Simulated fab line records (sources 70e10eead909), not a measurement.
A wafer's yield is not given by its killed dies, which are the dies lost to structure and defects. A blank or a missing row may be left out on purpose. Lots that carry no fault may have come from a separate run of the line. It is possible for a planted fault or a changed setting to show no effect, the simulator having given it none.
Chamber matching    flow nandHarc    3 sister chambers for NHARC_A_CONTACT_DEP_58 on pecvd-03
The step deposits SiON, target thk 90 nm. 6 wafers are shown with their chamber, then 8 later ones without.

## EACH WAFER AND ITS CHAMBER
wafer   chamber  heaterPowerW (W)
L080.6  1        797
L084.1  0        664
L082.2  0        661
L082.5  2        788
L082.6  1        853
L087.2  2        818

## WAFERS WHOSE CHAMBER IS MISSING
wafer   heaterPowerW (W)
L087.4  747
L087.5  886
L090.2  895
L090.3  729
L090.6  798
L093.1  749
L093.4  747
L093.5  756

## WHICH CHAMBER EACH WENT THROUGH
wafer   from the rows above           in truth
L087.4  can't be placed: 2 or 1 or 0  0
L087.5  can't be placed: 1 or 2       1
L090.2  can't be placed: 1 or 2       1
L090.3  can't be placed: 0 or 2 or 1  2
L090.6  can't be placed: 2 or 1       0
L093.1  can't be placed: 2 or 1 or 0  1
L093.4  can't be placed: 2 or 1 or 0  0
L093.5  can't be placed: 2 or 1 or 0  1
Correct placement for 0 of the 8. These rows do not allow placing 8 (true chamber among the candidates in 7). Wrongly placed: 0.
How it was worked out, from the rows above alone: a wafer's distance from a chamber is the root of the sum, over the readings, of the square of ((its reading less the chamber's mean) divided by the reading's scatter). The wafer belongs to the nearest chamber; if the next one is less than 2 further off, it can't be placed. The mean given for a chamber averages the wafers shown for that chamber. The scatter: the root of (the sum of the squares of (reading less its chamber's mean) over the shown wafers, divided by (wafers less chambers)).
